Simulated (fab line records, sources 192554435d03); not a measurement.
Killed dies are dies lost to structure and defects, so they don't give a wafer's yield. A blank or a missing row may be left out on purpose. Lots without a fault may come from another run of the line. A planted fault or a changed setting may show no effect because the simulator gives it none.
Chamber matching | flow n5_finfet | N5_BEOL_M6_STRIP_19 on rie_diel-06: 4 sister chambers
The step strips in O2. 8 wafers are shown with their chamber, then 7 later ones without.

WAFERS WITH THEIR CHAMBER
wafer  | chamber | showerhead_plenum_p_Torr (Torr) | throttle_valve_pct (%)
L074.3 | 2       | 2.06                            | 16.47
L077.5 | 1       | 2.06                            | 16.74
L082.5 | 0       | 2.18                            | 16.83
L082.6 | 1       | 2.05                            | 16.75
L086.5 | 2       | 2.05                            | 16.49
L086.6 | 3       | 2.18                            | 16.85
L085.3 | 0       | 2.17                            | 16.84
L085.4 | 3       | 2.18                            | 16.85

WAFERS WITHOUT THEIR CHAMBER
wafer  | showerhead_plenum_p_Torr (Torr) | throttle_valve_pct (%)
L085.5 | 2.17                            | 16.86
L089.1 | 2.17                            | 16.88
L089.3 | 2.05                            | 16.51
L089.6 | 2.17                            | 16.88
L092.1 | 2.04                            | 16.55
L092.2 | 2.17                            | 16.91
L092.3 | 2.17                            | 16.91

WHICH CHAMBER EACH WENT THROUGH
wafer  | from the rows above     | in truth
L085.5 | can't be placed: 3 or 0 | 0
L089.1 | can't be placed: 3 or 0 | 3
L089.3 | 2                       | 2
L089.6 | can't be placed: 3 or 0 | 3
L092.1 | 2                       | 2
L092.2 | can't be placed: 3 or 0 | 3
L092.3 | can't be placed: 3 or 0 | 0
Placed correctly: 2 of 7. Can't be placed from these rows: 5 (the true chamber is among the candidates in 5). Placed wrongly: 0.
How it was worked out, from the rows above alone: a wafer's distance from a chamber is the root of the sum, over the readings, of the square of ((its reading less the chamber's mean) divided by the reading's scatter). The wafer belongs to the nearest chamber; if the next one is less than 2 further off, it can't be placed. A chamber's mean is the mean of its shown wafers. The scatter: the root of (the sum of the squares of (reading less its chamber's mean) over the shown wafers, divided by (wafers less chambers)).
